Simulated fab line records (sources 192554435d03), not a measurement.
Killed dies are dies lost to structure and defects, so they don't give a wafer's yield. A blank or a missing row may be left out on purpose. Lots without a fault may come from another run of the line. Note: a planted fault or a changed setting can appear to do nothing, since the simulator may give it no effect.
Chamber matching -- flow n5Finfet -- N5_BEOL_M0_SAQP_DESCUM_45 on rieDiel-01 has 4 sister chambers
The step chemistry O2, time 7 s. 4 wafers are shown with their chamber, then 10 later ones without.

WAFERS PAIRED WITH THEIR CHAMBERS
wafer,chamber,throttleValvePct (%)
L079.5,2,20.56
L088.3,3,20.36
L092.2,1,20.02
L092.3,0,20.49

WAFERS WITH NO CHAMBER GIVEN
wafer,throttleValvePct (%)
L092.5,20.01
L093.1,20.20
L093.3,20.49
L093.6,20.20
L094.2,20.22
L094.3,20.02
L094.5,20.02
L097.1,20.40
L097.2,20.22
L097.3,20.51

WHICH CHAMBER EACH WENT THROUGH
wafer,from the rows above,in truth
L092.5,1,1
L093.1,can't be placed: 3 or 1 or 0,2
L093.3,can't be placed: 0 or 2 or 3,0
L093.6,can't be placed: 3 or 1 or 0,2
L094.2,can't be placed: 3 or 1 or 0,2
L094.3,1,1
L094.5,1,1
L097.1,can't be placed: 3 or 0 or 2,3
L097.2,can't be placed: 3 or 1 or 0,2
L097.3,can't be placed: 0 or 2 or 3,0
Correct placement for 3 of the 10. These rows do not allow placing 7 (true chamber among the candidates in 3). Wrongly placed: 0.
How it was worked out, from the rows above alone: a wafer's distance from a chamber is the root of the sum, over the readings, of the square of ((its reading less the chamber's mean) divided by the reading's scatter). The wafer belongs to the nearest chamber; if the next one is less than 2 further off, it can't be placed. For every chamber, the mean is computed from those of its wafers that are shown. The scatter: root of mean squared gap, hidden wafer to nearest shown wafer, with one shown wafer a chamber.
